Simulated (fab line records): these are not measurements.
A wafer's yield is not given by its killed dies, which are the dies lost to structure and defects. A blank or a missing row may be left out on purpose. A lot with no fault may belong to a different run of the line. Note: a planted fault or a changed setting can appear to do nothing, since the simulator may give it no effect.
What tool caused it?	flow n5-finfet	route of 1938 steps, sampled at 1 step: 10 lots, 30 wafers

WHAT THE GAUGES SHOWED, per wafer
N5_BEOL_M10_CD_MEAS_11: target cd 64.1 nm.
lot	measured	on	cd-nm (nm)
L930	day 12 06:52	cd-sem-02	63.4 63.8 63.7
L932	day 12 09:55	cd-sem-03	64.0 63.9 64.4
L934	day 12 19:06	cd-sem-02	63.5 64.7 64.6
L935	day 12 19:25	cd-sem-03	64.1 63.6 64.2
L933	day 13 03:50	cd-sem-03	64.3 64.6 64.3
L942	day 16 09:13	cd-sem-01	64.6 64.6 64.1
L946	day 17 14:58	cd-sem-03	64.3 64.7 63.9
L944	day 17 15:01	cd-sem-01	63.7 63.6 63.3
L950	day 17 22:15	cd-sem-01	64.5 64.5 64.3
L949	day 18 10:10	cd-sem-03	64.6 64.4 63.6

TOOL THAT RAN EACH LOT (tool first, then ch and the chambers of the sampled wafers, then the start)
The record shows no process step preceding these readings.

THE ANSWER, worked out from the rows above alone
Rule: the lots themselves supply what counts as usual. The widest of any qualifying gaps counts: lots, ordered by their means at a reading, are off when they make up no more than a third of the lots, leave a main group of 4 or more, and stand apart from it by 3 or more times the standard deviation of that group's means. Not used: any main group whose means are identical at the precision the tables above print for the reading. Also off: a lot with no number at a reading for which 4 or more lots have one. All remaining lots with rows at the step are treated as sound.
No lot is off at any reading shown: from this, nothing can be told.

WHAT HAD BEEN PUT IN BY THE SIMULATOR
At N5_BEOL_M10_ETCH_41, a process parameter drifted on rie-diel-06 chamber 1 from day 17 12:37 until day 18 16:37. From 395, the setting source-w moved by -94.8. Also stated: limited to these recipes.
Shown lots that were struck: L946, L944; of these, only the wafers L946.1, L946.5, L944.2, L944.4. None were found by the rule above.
